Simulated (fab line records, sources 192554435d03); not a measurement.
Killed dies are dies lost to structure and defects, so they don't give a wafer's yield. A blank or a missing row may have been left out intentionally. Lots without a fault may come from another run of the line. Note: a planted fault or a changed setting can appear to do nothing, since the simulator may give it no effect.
Code-filled problem report in 8D (eight disciplines) form / flow n5_finfet / the parts of the form that need people (team, actions taken, sign-off) are left out

1. PROBLEM STATEMENT
Wafers without a fault read 795.4 W, standard deviation 2.8; rf_fwd_power_W at N5_FIN_SAQP_MANDREL_ETCH_22 reads a mean of 989.8 W on 2 wafers belonging to 2 lots. That is +69 standard deviations from the usual mean.
The step: etches a-Si in HBr/Cl2, stops on SiNx, target depth 60 nm, bt time 10 s, time 30 s.
First seen on wafer L202.1, day 4 23:04, on rie_si-03. At this step, 12 wafers from 4 lots have a number in the record. Rule for "out" (also "out of limits"): further than 4 standard deviations from the usual mean. The other wafers with a number count as sound.

2. WHAT THIS IS AND IS NOT
question=which readings at this step | is=rf_fwd_power_W | is not=drypump_motor_current_A, oes_product_au, throttle_valve_pct
question=which lots | is=L202, L204 | is not=L196, L203
question=which wafers of those lots | is=L202.1, L204.3 | is not=L202.5, L202.6, L204.1, L204.4
question=read on which tools | is=rie_si-03 | is not=rie_si-06
question=when | is=from day 4 23:04 | is not=up to then (5 sound wafers); but 5 sound wafers of L203, L204 came after

3. WHAT RULES OUT EACH SUSPECT
Counting: if a tool at a process step up to the reading ran every lot that is out, it stays a suspect. Sound lots after the first of them don't rule it out here, since some wafers of a struck lot are sound.
- rie_si-03 at N5_FIN_SAQP_MANDREL_ETCH_22 (etches a-Si in HBr/Cl2, stops on SiNx, target depth 60 nm, bt time 10 s, time 30 s): kept. Ran every lot that is out, first one L202 (day 4 23:04); last sound lot up to then L196 (day 3 10:09). Its own rf_fwd_power_W readings are out on those wafers.
- rie_si-03, N5_FIN_SAQP_MANDREL_ETCH_22: wafers that are out in chamber 0, sound lot-mates in chambers 1, 2.
After counting, what remains is rie_si-03 at N5_FIN_SAQP_MANDREL_ETCH_22.

4. THE CAUSE (what the simulator had put in)
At N5_FIN_SAQP_MANDREL_ETCH_22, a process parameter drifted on rie_si-03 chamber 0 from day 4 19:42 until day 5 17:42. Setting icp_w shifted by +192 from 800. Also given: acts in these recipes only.
Only this tool survived the counting.

5. SEQUENCE OF EFFECTS, ordered by route
Rows list readings where the struck wafers' mean (over those with a number) sits beyond 3 standard deviations from the usual. Only readings for which the record gives a usual standard deviation are gone through. hours: the time from each lot's start at the first step in this table that gives one to its start at this step, as a median over the lots. sigmas: the change in usual standard deviations.
hours=0; step=N5_FIN_SAQP_MANDREL_ETCH_22; reading=rf_fwd_power_W; usual=795.4 W; on struck wafers=989.8; change=+194.4; sigmas=+69
Here are the process steps it includes:
- N5_FIN_SAQP_MANDREL_ETCH_22: etches a-Si in HBr/Cl2, stops on SiNx, target depth 60 nm, bt time 10 s, time 30 s.
Later measuring or inspecting steps at which every struck wafer that the step has a row for has a number for every such reading, and none has moved that far: N5_BEOL_M4_RC_MEAS_101.

6. WHAT WOULD HAVE CAUGHT IT SOONER
3 hours passed between the start of the fault at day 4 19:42 and the first reading out of limits in this record, taken at day 4 23:04.
